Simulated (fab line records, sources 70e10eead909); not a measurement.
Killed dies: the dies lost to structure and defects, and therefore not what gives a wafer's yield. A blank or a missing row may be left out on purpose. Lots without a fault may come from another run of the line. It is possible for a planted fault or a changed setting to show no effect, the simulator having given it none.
Chamber matching | flow nand harc | NHARC_A_CONTACT_ETCH_75 on rie diel-03: 4 sister chambers
The step etches the open film in CF4, target depth 39 nm, time 65 s. 4 wafers are shown with their chamber, then 7 later ones without.

WAFERS WITH THEIR CHAMBER
wafer  | chamber | drypump motor current A (A)
L243.3 | 3       | 6.6
L243.6 | 1       | 6.0
L247.1 | 0       | 5.9
L247.3 | 2       | 5.6

WAFERS MISSING THEIR CHAMBER
wafer  | drypump motor current A (A)
L247.5 | 6.6
L254.1 | 6.7
L254.3 | 6.0
L254.6 | 5.9
L259.1 | 6.7
L259.3 | 5.5
L259.6 | 6.0

EACH ONE'S CHAMBER
wafer  | from the rows above     | in truth
L247.5 | 3                       | 3
L254.1 | 3                       | 3
L254.3 | can't be placed: 1 or 0 | 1
L254.6 | can't be placed: 0 or 1 | 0
L259.1 | 3                       | 3
L259.3 | 2                       | 2
L259.6 | can't be placed: 1 or 0 | 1
Placed correctly: 4 of 7. Cannot be placed on the basis of these rows: 3; the candidates contain the true chamber in 3. 0 placed wrongly.
How it was worked out, from the rows above alone: a wafer's distance from a chamber is the root of the sum, over the readings, of the square of ((its reading less the chamber's mean) divided by the reading's scatter). If the next closest chamber is less than 2 further off than the closest, the wafer can't be placed; otherwise it belongs to the closest. The mean given for a chamber averages the wafers shown for that chamber. The scatter (one wafer shown for each chamber): square how far every hidden wafer sits from the nearest shown wafer, average those squares and take the square root.
